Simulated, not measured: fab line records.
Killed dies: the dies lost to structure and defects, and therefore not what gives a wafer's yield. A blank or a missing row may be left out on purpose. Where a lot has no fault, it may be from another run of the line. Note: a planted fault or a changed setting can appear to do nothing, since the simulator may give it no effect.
Which tool did it? ; flow nand harc ; Sampling: 24 lots, 72 wafers, 6 of 1159 route steps

WHAT EACH GAUGE READ, for each wafer
The record lacks any reading of a measuring or inspecting step that a usual standard deviation could be used to judge.

EACH LOT AND THE TOOL THAT RAN IT (in order: tool; ch and the chambers of the sampled wafers; start)
lot;NHARC_P_CONTACT_DESCUM_17;NHARC_P_CONTACT_ALD_22;NHARC_P_M0_PVD_20;NHARC_P_M0_DEP_32;NHARC_P_M1_PRE_CLEAN_30;NHARC_P_M2_PVD_21
L075;rie diel-04 ch 0,1,3, day 5 15:13;ald metal-02 ch 0,1,2, day 5 17:06;pvd sputter-01, day 5 23:08 or earlier;pecvd-02 ch 0,2, day 5 23:08;pvd sputter-01, no start;pvd sputter-03, no start
L074;rie diel-13 ch 1,2,3, day 5 16:49;ald metal-01 ch 0,1,2, day 5 18:55;pvd sputter-01, day 6 04:26 or earlier;pecvd-02 ch 0,1,2, day 6 04:26;pvd sputter-03, no start;pvd sputter-01, no start
L077;rie diel-09 ch 0,3, day 6 03:22;ald metal-01 ch 1,2,3, day 6 05:17;pvd sputter-01, day 6 15:32 or earlier;pecvd-02 ch 1,2, day 6 15:32;pvd sputter-03, no start;pvd sputter-03, no start
L076;rie diel-04 ch 1,2,3, day 6 03:41;ald metal-04 ch 0,1,2, day 6 05:32;pvd sputter-03, day 6 16:05 or earlier;pecvd-01 ch 1,2, day 6 16:05;pvd sputter-02, no start;pvd sputter-02, no start
L078;rie diel-04 ch 1,3, day 6 13:46;ald metal-02 ch 2,3, day 6 15:45;pvd sputter-02, day 6 20:49 or earlier;pecvd-03 ch 0,1, day 6 20:49;pvd sputter-01, no start;pvd sputter-01, no start
L079;rie diel-04 ch 1,3, day 6 15:43;ald metal-04 ch 0,2,3, day 6 17:44;pvd sputter-01, day 6 22:43 or earlier;pecvd-03 ch 0,1, day 6 22:43;pvd sputter-03, no start;pvd sputter-03, no start
L080;rie diel-04 ch 0,2,3, day 7 07:45;ald metal-02 ch 0,1,2, day 7 09:35;pvd sputter-03, day 7 17:51 or earlier;pecvd-03 ch 0,1,2, day 7 17:51;pvd sputter-02, no start;pvd sputter-01, no start
L081;rie diel-04 ch 0,1,3, day 7 08:53;ald metal-01 ch 1,2,3, day 7 10:43;pvd sputter-03, day 7 18:29 or earlier;pecvd-03 ch 0,1,2, day 7 18:29;pvd sputter-03, no start;pvd sputter-01, no start
L082;rie diel-04 ch 1,2,3, day 7 15:34;ald metal-01 ch 0,2,3, day 7 17:41;pvd sputter-03, day 7 23:02 or earlier;pecvd-02 ch 0,2, day 7 23:02;pvd sputter-03, no start;pvd sputter-01, no start
L083;rie diel-13 ch 1,2,3, day 7 21:49;ald metal-01 ch 2,3, day 7 23:43;pvd sputter-03, day 8 07:37 or earlier;pecvd-03 ch 0,1,2, day 8 07:37;pvd sputter-03, no start;pvd sputter-01, no start
L084;rie diel-13 ch 0,1,2, day 8 06:16;ald metal-04 ch 1,2, day 8 08:07;pvd sputter-03, day 8 13:08 or earlier;pecvd-01 ch 1,2, day 8 13:08;pvd sputter-02, no start;pvd sputter-02, no start
L086;rie diel-04 ch 0,1, day 8 18:47;ald metal-01 ch 0,1, day 8 20:38;pvd sputter-01, day 9 06:04 or earlier;pecvd-03 ch 1,2, day 9 06:04;pvd sputter-01, no start;pvd sputter-02, no start
L085;rie diel-13 ch 2,3, day 8 19:43;ald metal-04 ch 1,2,3, day 8 21:35;pvd sputter-02, day 9 06:26 or earlier;pecvd-03 ch 1,2, day 9 06:26;pvd sputter-02, no start;pvd sputter-01, no start
L088;rie diel-13 ch 1,3, day 8 21:02;ald metal-01 ch 0,2, day 8 22:56;pvd sputter-03, day 9 07:12 or earlier;pecvd-01 ch 1,2, day 9 07:12;pvd sputter-01, no start;pvd sputter-02, no start
L087;rie diel-13 ch 0,2,3, day 9 01:14;ald metal-04 ch 0,1,3, day 9 03:04;pvd sputter-01, day 9 08:17 or earlier;pecvd-03 ch 0,1, day 9 08:17;pvd sputter-02, no start;pvd sputter-01, no start
L089;rie diel-04 ch 0,1,3, day 9 08:11;ald metal-04 ch 0,2,3, day 9 10:02;pvd sputter-03, day 9 15:04 or earlier;pecvd-01 ch 0,1,2, day 9 15:04;pvd sputter-01, no start;pvd sputter-02, no start
L090;rie diel-04 ch 0,2,3, day 9 09:40;ald metal-01 ch 0,3, day 9 11:29;pvd sputter-02, day 9 16:30 or earlier;pecvd-03 ch 1,2, day 9 16:30;pvd sputter-03, no start;pvd sputter-01, no start
L092;rie diel-13 ch 0,2, day 9 21:55;ald metal-02 ch 1,2,3, day 9 23:49;pvd sputter-01, day 10 12:25 or earlier;pecvd-02 ch 0,1,2, day 10 12:25;pvd sputter-01, no start;pvd sputter-02, no start
L091;rie diel-04 ch 0,1,2, day 9 22:27;ald metal-04 ch 0,3, day 10 00:23;pvd sputter-03, day 10 12:49 or earlier;pecvd-01 ch 0,1,2, day 10 12:49;pvd sputter-02, no start;pvd sputter-02, no start
L093;rie diel-09 ch 1,2,3, day 10 02:39;ald metal-04 ch 0,2,3, day 10 04:35;pvd sputter-03, day 10 14:32 or earlier;pecvd-02 ch 0,2, day 10 14:32;pvd sputter-01, no start;pvd sputter-03, no start
L094;rie diel-13 ch 0,1,3, day 10 13:12;ald metal-01 ch 2,3, day 10 15:03;pvd sputter-03, day 10 22:31 or earlier;pecvd-03 ch 0,2, day 10 22:31;pvd sputter-02, no start;pvd sputter-02, no start
L095;rie diel-04 ch 0,1,2, day 10 17:57;ald metal-01 ch 1,3, day 10 19:48;pvd sputter-01, day 11 05:23 or earlier;pecvd-02 ch 0,1,2, day 11 05:23;pvd sputter-01, no start;pvd sputter-03, no start
L097;rie diel-04 ch 1,2,3, day 11 02:07;ald metal-04 ch 0,1,3, day 11 03:57;pvd sputter-02, day 11 09:23 or earlier;pecvd-02 ch 1,2, day 11 09:23;pvd sputter-01, no start;pvd sputter-01, no start
L096;rie diel-13 ch 0,1,2, day 11 02:27;ald metal-02 ch 0,2,3, day 11 04:17;pvd sputter-03, day 11 09:36 or earlier;pecvd-03 ch 0,1,2, day 11 09:36;pvd sputter-03, no start;pvd sputter-01, no start
- NHARC_P_CONTACT_DESCUM_17: chemistry O2, time 3 s.
- NHARC_P_CONTACT_ALD_22: deposits TiN, target thk 3 nm, pulse time 1 s, ald cycles 150.
- NHARC_P_M0_PVD_20: deposits TaN, target thk 5 nm, time 8.06 s.
- NHARC_P_M0_DEP_32: deposits SiCN, target thk 30 nm.
- NHARC_P_M1_PRE_CLEAN_30: time 30 s.
- NHARC_P_M2_PVD_21: deposits Cu, target thk 30 nm, time 20.49 s.

WHAT THE TOOLS THEMSELVES READ (means of the sampled wafers that have a number; where no wafer has one, the mark that the record gives instead)
NHARC_P_CONTACT_DESCUM_17.
lot;tool;chamber pressure mTorr (mTorr);drypump motor current A (A);oes product au (a.u.);rf vpp V (V);showerhead plenum p Torr (Torr);throttle valve pct (%)
L075;rie diel-04;60.04;5.4;1.002;58.4;1.88;11.317
L074;rie diel-13;59.97;5.7;1.000;58.0;1.91;11.304
L077;rie diel-09;60.03;5.2;1.002;57.6;1.88;11.321
L076;rie diel-04;60.03;5.7;0.992;57.8;1.90;11.305
L078;rie diel-04;59.94;5.7;0.998;58.0;1.83;11.317
L079;rie diel-04;60.01;5.3;1.005;57.8;1.89;11.324
L080;rie diel-04;59.98;5.8;1.000;58.1;1.90;11.309
L081;rie diel-04;60.00;5.4;1.002;57.5;1.88;11.299
L082;rie diel-04;60.03;5.7;0.995;57.5;1.90;11.314
L083;rie diel-13;59.99;5.7;0.996;57.7;1.91;11.305
L084;rie diel-13;60.05;5.5;1.005;57.5;1.91;11.298
L086;rie diel-04;60.05;5.1;0.994;57.6;1.93;11.313
L085;rie diel-13;60.01;5.5;1.004;57.8;1.87;11.311
L088;rie diel-13;59.94;5.9;0.997;58.0;1.96;11.314
L087;rie diel-13;60.00;5.6;1.003;57.8;1.91;11.313
L089;rie diel-04;60.03;5.4;1.006;57.6;1.88;11.316
L090;rie diel-04;59.99;5.8;0.994;57.8;1.89;11.307
L092;rie diel-13;59.96;5.3;0.992;57.2;1.87;11.328
L091;rie diel-04;59.94;5.5;0.999;57.6;1.94;11.304
L093;rie diel-09;60.04;5.1;1.004;58.6;1.86;11.303
L094;rie diel-13;59.98;5.8;0.993;57.7;1.96;11.307
L095;rie diel-04;59.98;5.5;1.007;57.4;1.94;11.308
L097;rie diel-04;60.03;5.6;0.998;57.8;1.90;11.313
L096;rie diel-13;60.03;5.5;0.997;57.9;1.91;11.311

NHARC_P_CONTACT_ALD_22.
lot;tool;heater power w (W);precursor pulse height rel
L075;ald metal-02;1041;1.004
L074;ald metal-01;1071;0.999
L077;ald metal-01;1085;0.972
L076;ald metal-04;1202;0.999
L078;ald metal-02;1075;1.011
L079;ald metal-04;1230;0.980
L080;ald metal-02;1040;1.000
L081;ald metal-01;1087;0.997
L082;ald metal-01;1113;1.004
L083;ald metal-01;1128;0.979
L084;ald metal-04;1147;0.986
L086;ald metal-01;1028;1.013
L085;ald metal-04;1134;0.995
L088;ald metal-01;1084;0.999
L087;ald metal-04;1222;0.998
L089;ald metal-04;1236;0.988
L090;ald metal-01;1128;0.975
L092;ald metal-02;1097;1.004
L091;ald metal-04;1233;1.016
L093;ald metal-04;1225;1.006
L094;ald metal-01;1156;0.996
L095;ald metal-01;1137;0.998
L097;ald metal-04;1255;0.999
L096;ald metal-02;1026;1.027

NHARC_P_M0_PVD_20.
lot;tool;throttle valve pct (%)
L075;pvd sputter-01;30.2
L074;pvd sputter-01;28.9
L077;pvd sputter-01;30.9
L076;pvd sputter-03;30.0
L078;pvd sputter-02;30.7
L079;pvd sputter-01;30.2
L080;pvd sputter-03;30.3
L081;pvd sputter-03;29.8
L082;pvd sputter-03;30.0
L083;pvd sputter-03;29.5
L084;pvd sputter-03;30.0
L086;pvd sputter-01;28.5
L085;pvd sputter-02;30.4
L088;pvd sputter-03;30.2
L087;pvd sputter-01;28.8
L089;pvd sputter-03;30.0
L090;pvd sputter-02;30.5
L092;pvd sputter-01;29.6
L091;pvd sputter-03;29.7
L093;pvd sputter-03;29.7
L094;pvd sputter-03;30.2
L095;pvd sputter-01;28.5
L097;pvd sputter-02;30.1
L096;pvd sputter-03;30.2

NHARC_P_M0_DEP_32.
lot;tool;heater power w (W)
L075;pecvd-02;466
L074;pecvd-02;537
L077;pecvd-02;531
L076;pecvd-01;604
L078;pecvd-03;586
L079;pecvd-03;566
L080;pecvd-03;545
L081;pecvd-03;549
L082;pecvd-02;518
L083;pecvd-03;531
L084;pecvd-01;522
L086;pecvd-03;588
L085;pecvd-03;526
L088;pecvd-01;617
L087;pecvd-03;620
L089;pecvd-01;570
L090;pecvd-03;534
L092;pecvd-02;530
L091;pecvd-01;551
L093;pecvd-02;554
L094;pecvd-03;505
L095;pecvd-02;552
L097;pecvd-02;638
L096;pecvd-03;506

NHARC_P_M1_PRE_CLEAN_30.
lot;tool;heater power w (W)
L075;pvd sputter-01;373
L074;pvd sputter-03;420
L077;pvd sputter-03;415
L076;pvd sputter-02;386
L078;pvd sputter-01;372
L079;pvd sputter-03;413
L080;pvd sputter-02;383
L081;pvd sputter-03;419
L082;pvd sputter-03;412
L083;pvd sputter-03;414
L084;pvd sputter-02;379
L086;pvd sputter-01;386
L085;pvd sputter-02;384
L088;pvd sputter-01;380
L087;pvd sputter-02;377
L089;pvd sputter-01;403
L090;pvd sputter-03;418
L092;pvd sputter-01;409
L091;pvd sputter-02;377
L093;pvd sputter-01;375
L094;pvd sputter-02;393
L095;pvd sputter-01;368
L097;pvd sputter-01;405
L096;pvd sputter-03;410

NHARC_P_M2_PVD_21.
lot;tool;throttle valve pct (%)
L075;pvd sputter-03;29.6
L074;pvd sputter-01;28.9
L077;pvd sputter-03;29.5
L076;pvd sputter-02;30.4
L078;pvd sputter-01;30.2
L079;pvd sputter-03;30.0
L080;pvd sputter-01;28.8
L081;pvd sputter-01;28.5
L082;pvd sputter-01;28.8
L083;pvd sputter-01;29.2
L084;pvd sputter-02;29.9
L086;pvd sputter-02;30.2
L085;pvd sputter-01;30.3
L088;pvd sputter-02;31.0
L087;pvd sputter-01;28.9
L089;pvd sputter-02;30.4
L090;pvd sputter-01;30.4
L092;pvd sputter-02;30.6
L091;pvd sputter-02;30.4
L093;pvd sputter-03;29.4
L094;pvd sputter-02;30.2
L095;pvd sputter-03;29.3
L097;pvd sputter-01;28.4
L096;pvd sputter-01;28.8

THE ANSWER, worked out from the rows above alone
Rule: the usual values come from the lots themselves. The widest of any qualifying gaps counts: lots, ordered by their means at a reading, are off when they make up no more than a third of the lots, leave a main group of 4 or more, and stand apart from it by 3 or more times the standard deviation of that group's means. If all means in a main group match to the digits the tables above print for the reading, that group is not used. A lot without any number at a reading at which 4 lots or more have one is off too. All remaining lots with rows at the step are treated as sound. First the gauges in route order, then the tools' own readings, where a lot's mean is used as printed above. The first step at which some lot is off is used, and at that step the reading that is off furthest; a lot without a number counts as furthest.
Nothing can be told from this: no lot is off at any reading shown.

WHAT THE SIMULATOR PUT IN
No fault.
